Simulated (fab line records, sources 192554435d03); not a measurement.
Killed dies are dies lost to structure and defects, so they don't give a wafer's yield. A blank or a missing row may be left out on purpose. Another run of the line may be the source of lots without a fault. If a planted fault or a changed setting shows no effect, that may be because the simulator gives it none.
fab line records	flow n5Finfet	part 1 of 2: steps 1 to 4 of 6
record lots=22	wafers=66	lastDay=17
route steps=1938 shown BEOL_M0_SAQP@690 BEOL_M0_CUTY@711 BEOL_M0@715
lots that met no fault: from a run of the same line without faults
startH: hours from the record's first day to the start of the lot's first wafer shown	waitH: hours from the lot's prior step to this one	" unchanged from the row above	L1.1+2: one row covering several wafers at once	- no value, or no start given	* or withheld: withheld	< > ~ a bound
route shown NAME@n: a module of which the file shows steps, and the number in the route of the first	usual: mean and standard deviation over wafers with no fault	same: alike in all rows	chamber/n: place in a boat	sites: per-site readings	_std_site: the values' standard deviation	_edge_site: inner sites' mean taken away from outer sites' mean	radiusMm: for every site, how far away it sits from the centre of the wafer	mask NAME#n: copy n	behind: the most recent tool/chamber to have shaped the wafer	hold: cause of the lot's hold/its duration in hours/its outcome	device: names the non-switching transistor (n, p or np)	end of line: tests of these same wafers at the route's end	step lacking rows: just its recipe	killed: at the first sort, the dies lost to defects and structure; wafer yield is something else	map: dies across one wafer; x = killed, . = not, _ = none there
set.NAME: the setting that was run; set.NAME@STEP: the one run at that earlier step	model.NAME: the simulator's own value behind a step, which no gauge read
route steps across a sampled set of lots; one table per step, one row per wafer
services: the hour from which a tool's chamber was out of use, counted from the record's first day as startH (under 0 if before that day), plus the number of hours and why
## steps
# step N5_BEOL_M0_SAQP_OVL_MEAS_41
# recipe pointsPerWafer=522
# usual M0_CUT1_OVL=0.4/0.7
lot.wafer	tool	chamber	startH	waitH	M0_CUT1_OVL[nm]
L074.2	overlay-01	0	115.81	0.0	0.0
L074.4	"	0	"	"	0.2
L074.5	"	0	"	"	0.4
L075.1	overlay-01	0	120.02	0.0	1.8
L075.2	"	0	"	"	1.2
L075.5	"	0	"	"	1.1
L076.3	overlay-01	0	120.69	0.0	-0.2
L076.5	"	0	"	"	0.5
L076.6	"	0	"	"	-0.7
L077.2	overlay-01	0	131.06	0.0	-0.1
L077.3	"	0	"	"	0.6
L077.4	"	0	"	"	0.3
L078.2	overlay-02	0	137.95	0.0	0.7
L078.3	"	0	"	"	-0.3
L078.4	"	0	"	"	-0.1
L079.2	overlay-01	0	142.81	0.0	1.0
L079.3	"	0	"	"	-0.4
L079.6	"	0	"	"	0.6
L081.3	overlay-01	0	156.95	0.0	0.6
L081.4	"	0	"	"	0.9
L081.6	"	0	"	"	0.7
L082.1	overlay-01	0	158.12	0.0	-0.1
L082.2	"	0	"	"	0.2
L082.3	"	0	"	"	0.1
L083.2	overlay-02	0	162.05	0.0	0.2
L083.5	"	0	"	"	0.0
L083.6	"	0	"	"	0.9
L084.2	overlay-01	0	170.38	0.0	0.8
L084.3	"	0	"	"	1.2
L084.4	"	0	"	"	0.9
L085.1	overlay-02	0	179.78	0.0	0.0
L085.4	"	0	"	"	0.8
L085.5	"	0	"	"	0.6
L086.1	overlay-02	0	191.85	0.0	0.5
L086.2	"	0	"	"	0.3
L086.6	"	0	"	"	0.5
L088.2	overlay-02	0	199.38	0.0	-0.2
L088.5	"	0	"	"	0.8
L088.6	"	0	"	"	0.2
L087.1	overlay-02	0	201.54	0.0	0.1
L087.2	"	0	"	"	-0.6
L087.4	"	0	"	"	-0.5
L089.1	overlay-02	0	209.72	0.0	0.2
L089.4	"	0	"	"	-0.1
L089.6	"	0	"	"	1.8
L090.1	overlay-02	0	215.20	0.0	0.0
L090.3	"	0	"	"	-0.1
L090.5	"	0	"	"	0.6
L092.2	overlay-02	0	226.13	0.0	0.1
L092.4	"	0	"	"	1.3
L092.6	"	0	"	"	0.0
L093.2	overlay-01	0	230.50	0.0	-0.8
L093.3	"	0	"	"	0.1
L093.5	"	0	"	"	-0.3
L094.1	overlay-01	0	232.21	0.0	0.2
L094.5	"	0	"	"	0.4
L094.6	"	0	"	"	0.0
L095.1	overlay-02	0	237.56	0.0	0.4
L095.2	"	0	"	"	-0.9
L095.5	"	0	"	"	0.4
L096.2	overlay-01	0	248.52	0.0	0.6
L096.4	"	0	"	"	0.2
L096.6	"	0	"	"	0.9
L097.3	overlay-01	0	252.71	0.0	-0.5
L097.5	"	0	"	"	0.3
L097.6	"	0	"	"	-0.4
# step N5_BEOL_M0_SAQP_STRIP_75
# recipe chemistry=CF4	resist=SiARC	powerW=300	biasPowerW=75	pressureMtorr=50	cf4FlowSccm=150	rfFrequencyHz=6e+07
# usual drypumpMotorCurrentA=5.9/0.48	oesProductAu=0.188/0.02	powerW=299.9/0.92	rfVppV=271.3/1.3	showerheadPlenumPTorr=1.81/0.044	throttleValvePct=13.6/0.3
lot.wafer	tool	chamber	startH	waitH	drypumpMotorCurrentA	oesProductAu	powerW	rfHoursCounterH	rfVppV	showerheadPlenumPTorr	throttleValvePct
L074.2	rieDiel-02	2	117.72	0.1	6.1	0.162	300.1	234	270.0	1.77	14.0
L074.4	"	0	"	"	6.3	0.161	299.6	192	273.3	1.87	13.5
L074.5	"	1	"	"	6.6	0.188	300.7	-	272.6	1.82	13.4
L075.1	rieDiel-02	1	121.05	0.1	6.6	0.201	300.2	74	271.2	1.82	13.4
L075.2	"	2	"	"	6.1	0.162	301.1	234	270.7	1.77	14.0
L075.5	"	3	"	"	5.3	0.201	301.0	-	271.1	1.77	13.3
L076.3	rieDiel-06	2	121.68	0.1	5.3	0.181	299.2	142	271.2	1.83	14.0
L076.5	"	0	"	"	6.1	0.199	299.0	-	271.8	1.82	13.7
L076.6	"	1	"	"	5.5	0.161	300.2	-	270.6	1.77	13.8
L077.2	rieDiel-02	1	132.11	0.1	6.6	0.193	301.2	77	271.4	1.82	13.4
L077.3	"	2	"	"	6.1	0.163	299.5	238	269.7	1.77	14.0
L077.4	"	0	"	"	6.3	0.167	300.3	196	271.4	1.87	13.6
L078.2	rieDiel-06	3	139.03	0.1	5.4	0.213	299.2	22	272.1	1.89	13.2
L078.3	"	0	"	"	6.0	0.198	299.3	66	270.6	1.82	13.7
L078.4	"	2	"	"	5.4	0.181	300.1	-	272.5	1.82	14.0
L079.2	rieDiel-06	2	143.81	0.1	5.3	0.176	298.2	149	271.2	1.82	14.0
L079.3	"	0	"	"	6.0	0.193	300.3	68	272.9	1.82	13.7
L079.6	"	3	"	"	5.4	0.202	300.3	-	272.9	1.89	13.2
L081.3	rieDiel-06	2	157.94	0.1	5.4	0.179	298.9	154	270.9	1.82	14.0
L081.4	"	3	"	"	5.4	0.209	302.0	29	274.0	1.89	13.2
L081.6	"	1	"	"	5.5	0.215	299.7	-	269.6	1.77	13.3
L082.1	rieDiel-02	2	159.16	0.1	6.1	0.160	299.6	246	271.4	1.77	14.0
L082.2	"	3	"	"	5.2	0.198	300.3	43	269.7	1.76	13.4
L082.3	"	0	"	"	6.3	0.157	300.7	203	271.8	1.87	13.6
L083.2	rieDiel-06	0	163.47	0.1	6.1	0.191	300.1	75	270.9	1.82	13.7
L083.5	"	3	"	"	5.4	0.204	300.1	-	273.5	1.89	13.2
L083.6	"	2	"	"	5.4	0.170	301.1	-	270.3	1.82	14.0
L084.2	rieDiel-06	0	171.59	0.1	6.0	0.191	298.8	77	271.9	1.82	13.7
L084.3	"	3	"	"	5.4	0.194	298.1	33	272.9	1.89	13.2
L084.4	"	1	"	"	5.5	0.222	298.9	7	271.3	1.77	13.3
L085.1	rieDiel-03	3	180.87	0.1	5.7	0.164	301.6	217	271.3	1.85	13.9
L085.4	"	2	"	"	6.6	0.217	298.0	11	270.8	1.83	13.3
L085.5	"	3	"	"	5.7	0.162	301.7	-	270.7	1.85	13.9
L086.1	rieDiel-06	3	192.85	0.1	5.4	0.208	300.7	40	272.6	1.88	13.2
L086.2	"	0	"	"	6.0	0.185	299.6	83	270.9	1.82	13.7
L086.6	"	1	"	"	5.5	0.211	299.8	-	271.3	1.77	13.3
L088.2	rieDiel-02	1	200.37	0.1	6.6	0.184	301.9	99	271.8	1.82	13.4
L088.5	"	0	"	"	6.3	0.160	299.7	-	272.9	1.87	13.6
L088.6	"	1	"	"	6.6	0.186	300.2	-	272.4	1.82	13.4
L087.1	rieDiel-06	1	202.92	0.1	5.5	0.203	298.8	17	270.3	1.77	13.3
L087.2	"	2	"	"	5.3	0.173	299.8	169	270.2	1.82	14.0
L087.4	"	0	"	"	6.0	0.182	299.6	86	270.7	1.82	13.7
L089.1	rieDiel-02	1	210.80	0.1	6.6	0.193	299.8	101	271.5	1.82	13.4
L089.4	"	3	"	"	5.3	0.189	299.8	61	270.4	1.76	13.4
L089.6	"	1	"	"	6.6	0.191	299.7	-	270.9	1.82	13.4
L090.1	rieDiel-03	0	216.22	0.1	6.2	0.217	300.8	13	270.3	1.73	12.9
L090.3	"	3	"	"	5.7	0.151	299.3	228	271.6	1.85	13.9
L090.5	"	3	"	"	5.7	0.162	298.9	-	272.0	1.85	13.9
L092.2	rieDiel-03	2	227.19	0.1	6.6	0.204	301.1	26	272.5	1.82	13.3
L092.4	"	3	"	"	5.7	0.161	300.4	231	272.1	1.85	13.9
L092.6	"	1	"	"	5.7	0.162	299.8	-	269.4	1.74	14.0
L093.2	rieDiel-06	2	231.50	0.1	5.4	0.172	299.5	177	270.8	1.82	14.1
L093.3	"	0	"	"	6.1	0.181	301.3	95	270.5	1.82	13.8
L093.5	"	3	"	"	5.4	0.190	297.7	-	273.3	1.88	13.3
L094.1	rieDiel-02	2	233.21	0.1	6.1	0.215	301.1	12	271.2	1.77	13.4
L094.5	"	2	"	"	6.1	0.211	300.9	-	270.0	1.77	13.5
L094.6	"	1	"	"	6.6	0.180	300.5	-	272.2	1.81	13.4
L095.1	rieDiel-03	0	238.65	0.1	6.2	0.214	298.6	20	270.5	1.73	13.0
L095.2	"	2	"	"	6.6	0.207	299.9	28	271.4	1.82	13.3
L095.5	"	2	"	"	6.6	0.215	300.5	-	272.5	1.82	13.3
L096.2	rieDiel-02	2	249.52	0.1	6.0	0.212	300.8	16	272.1	1.77	13.5
L096.4	"	3	"	"	5.2	0.190	299.4	73	270.8	1.75	13.5
L096.6	"	1	"	"	6.6	0.187	301.3	-	270.7	1.81	13.5
L097.3	rieDiel-06	0	253.70	0.1	6.0	0.182	300.6	100	271.1	1.81	13.8
L097.5	"	3	"	"	5.4	0.198	299.2	-	272.6	1.88	13.3
L097.6	"	2	"	"	5.3	0.173	299.8	-	271.1	1.81	14.1
# step N5_BEOL_M0_CUTY_DESCUM_61
# recipe chemistry=O2	timeS=7.9	sourcePowerW=50	biasPowerW=20	pressureMtorr=20	rfFrequencyHz=2.712e+07	tempC=40	resist=CAR-ArF-block	o2FlowSccm=225
# usual drypumpMotorCurrentA=5.5/0.38	oesProductAu=0.77/0.086	rfVppV=243.0/1.5	showerheadPlenumPTorr=2.08/0.088	throttleValvePct=20.43/0.27
lot.wafer	tool	chamber	startH	waitH	drypumpMotorCurrentA	oesProductAu	rfHoursCounterH	rfVppV	showerheadPlenumPTorr	throttleValvePct
L074.2	rieDiel-04	0	118.07	0.0	6.0	0.66	241	243.1	2.14	20.41
L074.4	"	1	"	"	5.6	0.71	217	242.0	1.96	20.29
L074.5	"	0	"	"	6.0	0.67	-	242.4	2.14	20.41
L075.1	rieDiel-01	0	121.53	0.0	6.0	0.97	16	241.7	2.03	19.96
L075.2	"	1	"	"	5.2	0.79	130	243.0	2.08	20.37
L075.5	"	0	"	"	6.0	0.97	-	242.2	2.03	19.97
L076.3	rieDiel-04	0	122.12	0.1	6.0	0.68	242	244.5	2.14	20.42
L076.5	"	2	"	"	5.7	0.70	-	244.6	2.14	20.59
L076.6	"	1	"	"	5.6	0.72	-	241.7	1.96	20.29
L077.2	rieDiel-04	3	132.46	0.0	5.1	0.67	241	243.0	2.16	20.46
L077.3	"	0	"	"	6.0	0.68	245	243.1	2.14	20.42
L077.4	"	2	"	"	5.7	0.72	217	244.4	2.14	20.60
L078.2	rieDiel-05	3	139.56	0.1	5.0	0.72	206	244.1	2.16	20.44
L078.3	"	2	"	"	5.7	0.78	132	242.7	1.94	20.93
L078.4	"	1	"	"	5.6	0.82	59	242.2	2.04	20.17
L079.2	rieDiel-04	3	144.16	0.0	5.0	0.67	245	244.4	2.16	20.46
L079.3	"	0	"	"	6.0	0.68	249	243.0	2.14	20.42
L079.6	"	3	"	"	5.1	0.67	-	243.4	2.16	20.45
L081.3	rieDiel-05	0	158.69	0.3	4.8	0.73	188	241.8	1.97	20.37
L081.4	"	2	"	"	5.7	0.78	139	242.1	1.94	20.95
L081.6	"	3	"	"	5.0	0.72	-	243.2	2.16	20.44
L082.1	rieDiel-05	1	159.64	0.0	5.6	0.81	66	242.2	2.04	20.19
L082.2	"	0	"	"	4.9	0.72	189	241.0	1.97	20.36
L082.3	"	3	"	"	5.0	0.71	214	245.1	2.15	20.43
L083.2	rieDiel-04	2	164.01	0.1	5.7	0.70	230	243.9	2.13	20.62
L083.5	"	2	"	"	5.6	0.71	-	244.7	2.13	20.61
L083.6	"	0	"	"	6.0	0.98	-	243.8	2.14	20.11
L084.2	rieDiel-01	3	171.94	0.0	5.9	0.71	202	245.5	2.19	20.74
L084.3	"	1	"	"	5.2	0.77	148	244.5	2.07	20.40
L084.4	"	2	"	"	5.4	0.84	66	243.8	2.16	20.67
L085.1	rieDiel-05	1	181.62	0.3	5.5	0.80	73	242.7	2.03	20.18
L085.4	"	0	"	"	4.9	0.71	195	241.6	1.96	20.37
L085.5	"	2	"	"	5.7	0.76	-	240.9	1.93	20.95
L086.1	rieDiel-05	1	193.34	0.0	5.6	0.79	77	242.4	2.03	20.19
L086.2	"	0	"	"	4.9	0.72	199	242.4	1.96	20.38
L086.6	"	0	"	"	4.8	0.72	-	241.6	1.96	20.40
L088.2	rieDiel-01	1	200.85	0.0	5.2	0.76	161	244.3	2.06	20.43
L088.5	"	2	"	"	5.4	0.83	-	243.0	2.16	20.67
L088.6	"	0	"	"	6.0	0.92	-	243.2	2.02	20.03
L087.1	rieDiel-05	0	203.51	0.3	4.8	0.71	204	241.6	1.96	20.37
L087.2	"	2	"	"	5.7	0.77	155	239.8	1.93	20.96
L087.4	"	3	"	"	5.0	0.70	227	244.4	2.15	20.46
L089.1	rieDiel-01	2	211.16	0.0	5.4	0.81	83	243.7	2.16	20.66
L089.4	"	0	"	"	6.0	0.90	-	242.4	2.01	20.04
L089.6	"	2	"	"	5.4	0.81	-	243.9	2.16	20.68
L090.1	rieDiel-01	1	216.58	0.0	5.2	0.75	167	244.2	2.06	20.41
L090.3	"	2	"	"	5.4	0.81	85	244.1	2.16	20.67
L090.5	"	0	"	"	6.0	0.90	-	243.3	2.01	20.04
L092.2	rieDiel-04	0	227.67	0.0	6.0	0.88	29	244.5	2.13	20.14
L092.4	"	1	"	"	5.6	0.99	-	246.3	2.21	20.05
L092.6	"	3	"	"	5.0	0.89	-	244.5	2.15	19.90
L093.2	rieDiel-05	2	232.10	0.2	5.7	0.76	161	238.6	1.93	20.97
L093.3	"	1	"	"	5.6	0.77	89	241.1	2.03	20.21
L093.5	"	1	"	"	5.6	0.77	-	242.6	2.03	20.23
L094.1	rieDiel-01	0	233.57	0.0	6.0	0.88	60	243.3	2.01	20.05
L094.5	"	0	"	"	6.0	0.88	-	241.6	2.01	20.05
L094.6	"	3	"	"	5.9	0.69	-	242.9	2.19	20.75
L095.1	rieDiel-04	1	239.01	0.0	5.6	0.99	12	245.5	2.20	20.06
L095.2	"	3	"	"	5.1	0.88	22	244.2	2.15	19.91
L095.5	"	2	"	"	5.7	0.94	-	242.5	2.12	20.42
L096.2	rieDiel-05	2	249.87	0.0	5.7	0.74	167	240.4	1.93	20.98
L096.4	"	2	"	"	5.7	0.75	-	240.9	1.93	20.98
L096.6	"	1	"	"	5.6	0.77	-	241.4	2.03	20.22
L097.3	rieDiel-01	2	254.05	0.0	5.4	0.79	98	243.0	2.15	20.71
L097.5	"	3	"	"	5.9	0.68	-	245.6	2.18	20.78
L097.6	"	2	"	"	5.4	0.79	-	242.5	2.15	20.69
# step N5_BEOL_M0_CUTY_ETCH_62
# recipe chemistry=CF4	target=SiARC	maskMaterial=CAR-ArF-block	timeS=58.5	ionEnergyEv=80	pressureMtorr=40	sourceW=545	biasW=36	Ar_flow_sccm=100	cf4FlowSccm=100	ends=cleared
# usual drypumpMotorCurrentA=5.5/0.38	etchRfOnTimeS=59.0/2.3	oesProductAu=0.65/0.07	rfVppV=183.9/1.2	showerheadPlenumPTorr=2.13/0.077	throttleValvePct=15.65/0.24
lot.wafer	tool	chamber	startH	waitH	drypumpMotorCurrentA	etchRfOnTimeS	oesProductAu	rfHoursCounterH	rfVppV	showerheadPlenumPTorr	throttleValvePct
L074.2	rieDiel-04	0	118.11	0.0	6.0	61.3	0.57	241	185.1	2.19	15.71
L074.4	"	1	"	"	5.6	60.4	0.59	217	182.2	2.03	15.70
L074.5	"	0	"	"	6.0	61.3	0.57	-	185.4	2.19	15.70
L075.1	rieDiel-01	0	121.57	0.0	6.0	60.6	0.80	16	183.5	2.11	15.33
L075.2	"	1	"	"	5.2	59.3	0.65	130	183.9	2.14	15.63
L075.5	"	0	"	"	6.0	60.0	0.81	-	184.8	2.11	15.33
L076.3	rieDiel-04	0	122.16	0.0	6.0	61.6	0.57	242	185.3	2.19	15.70
L076.5	"	2	"	"	5.7	61.4	0.59	-	185.3	2.21	16.02
L076.6	"	1	"	"	5.6	60.3	0.59	-	181.9	2.03	15.72
L077.2	rieDiel-04	3	132.50	0.0	5.0	57.2	0.59	241	183.7	2.19	15.53
L077.3	"	0	"	"	6.0	60.9	0.57	245	184.6	2.19	15.70
L077.4	"	2	"	"	5.7	60.9	0.59	217	184.1	2.21	16.02
L078.2	rieDiel-05	3	139.60	0.0	5.0	55.6	0.62	206	185.9	2.20	15.74
L078.3	"	2	"	"	5.7	57.3	0.68	132	181.1	1.99	15.96
L078.4	"	1	"	"	5.6	62.2	0.68	59	184.3	2.09	15.31
L079.2	rieDiel-04	3	144.20	0.0	5.0	57.0	0.60	245	185.7	2.19	15.54
L079.3	"	0	"	"	6.0	62.2	0.57	249	187.3	2.19	15.72
L079.6	"	3	"	"	5.0	57.3	0.59	-	184.3	2.19	15.55
L081.3	rieDiel-05	0	158.73	0.0	4.8	56.7	0.61	188	181.5	2.05	15.84
L081.4	"	2	"	"	5.7	56.5	0.68	139	183.5	1.98	15.96
L081.6	"	3	"	"	5.0	55.1	0.62	-	184.7	2.20	15.74
L082.1	rieDiel-05	1	159.67	0.0	5.6	62.4	0.67	66	183.5	2.09	15.36
L082.2	"	0	"	"	4.9	56.8	0.62	189	182.6	2.05	15.84
L082.3	"	3	"	"	5.0	54.6	0.63	214	183.4	2.20	15.75
L083.2	rieDiel-04	2	164.04	0.0	5.7	61.3	0.59	230	184.8	2.21	16.04
L083.5	"	2	"	"	5.7	61.1	0.59	-	185.1	2.21	16.03
L083.6	"	0	"	"	6.0	59.1	0.81	-	185.2	2.19	15.24
L084.2	rieDiel-01	3	171.98	0.0	5.9	60.1	0.59	202	185.7	2.20	15.72
L084.3	"	1	"	"	5.2	60.1	0.64	148	182.7	2.13	15.67
L084.4	"	2	"	"	5.4	56.6	0.73	66	185.0	2.17	15.45
L085.1	rieDiel-05	1	181.66	0.0	5.5	62.8	0.66	73	183.2	2.08	15.36
L085.4	"	0	"	"	4.9	57.1	0.61	195	182.1	2.05	15.84
L085.5	"	2	"	"	5.7	57.1	0.67	-	182.6	1.98	15.98
L086.1	rieDiel-05	1	193.37	0.0	5.6	62.5	0.66	77	183.4	2.08	15.38
L086.2	"	0	"	"	4.9	56.8	0.61	199	183.4	2.05	15.86
L086.6	"	0	"	"	4.9	57.0	0.61	-	184.2	2.05	15.86
L088.2	rieDiel-01	1	200.89	0.0	5.2	59.7	0.63	161	184.2	2.13	15.70
L088.5	"	2	"	"	5.4	56.6	0.72	-	184.2	2.16	15.46
L088.6	"	0	"	"	6.0	60.4	0.75	-	183.3	2.10	15.40
L087.1	rieDiel-05	0	203.54	0.0	4.9	57.0	0.60	204	182.6	2.05	15.86
L087.2	"	2	"	"	5.7	57.1	0.67	155	182.3	1.98	15.98
L087.4	"	3	"	"	5.0	55.2	0.61	227	186.1	2.20	15.78
L089.1	rieDiel-01	2	211.19	0.0	5.4	57.8	0.71	83	184.0	2.16	15.49
L089.4	"	0	"	"	6.0	60.8	0.74	-	184.0	2.10	15.41
L089.6	"	2	"	"	5.4	57.8	0.70	-	182.5	2.16	15.48
L090.1	rieDiel-01	1	216.62	0.0	5.2	59.6	0.63	167	182.9	2.12	15.71
L090.3	"	2	"	"	5.4	56.9	0.71	85	184.0	2.16	15.48
L090.5	"	0	"	"	6.0	60.4	0.74	-	181.9	2.10	15.43
L092.2	rieDiel-04	0	227.71	0.0	6.0	60.4	0.74	29	184.0	2.18	15.29
L092.4	"	1	"	"	5.6	59.0	0.82	-	186.7	2.27	15.31
L092.6	"	3	"	"	5.1	55.3	0.79	-	184.5	2.18	15.03
L093.2	rieDiel-05	2	232.13	0.0	5.7	57.4	0.66	161	181.8	1.98	16.00
L093.3	"	1	"	"	5.6	62.5	0.65	89	183.1	2.08	15.38
L093.5	"	1	"	"	5.6	62.8	0.65	-	181.9	2.08	15.38
L094.1	rieDiel-01	0	233.60	0.0	6.0	60.7	0.73	60	183.9	2.10	15.44
L094.5	"	0	"	"	6.0	60.5	0.74	-	182.7	2.10	15.41
L094.6	"	3	"	"	5.9	60.3	0.59	-	185.3	2.20	15.75
L095.1	rieDiel-04	1	239.04	0.0	5.6	59.4	0.80	13	186.2	2.27	15.31
L095.2	"	3	"	"	5.1	55.7	0.77	22	184.8	2.18	15.06
L095.5	"	2	"	"	5.7	61.9	0.80	-	185.0	2.20	15.61
L096.2	rieDiel-05	2	249.91	0.0	5.7	57.7	0.65	167	183.4	1.97	16.03
L096.4	"	2	"	"	5.7	57.5	0.65	-	182.9	1.97	16.02
L096.6	"	1	"	"	5.6	63.5	0.64	-	183.4	2.08	15.42
L097.3	rieDiel-01	2	254.09	0.0	5.4	57.3	0.70	98	184.2	2.16	15.50
L097.5	"	3	"	"	5.9	59.9	0.59	-	184.0	2.19	15.77
L097.6	"	2	"	"	5.4	57.1	0.70	-	184.6	2.16	15.51
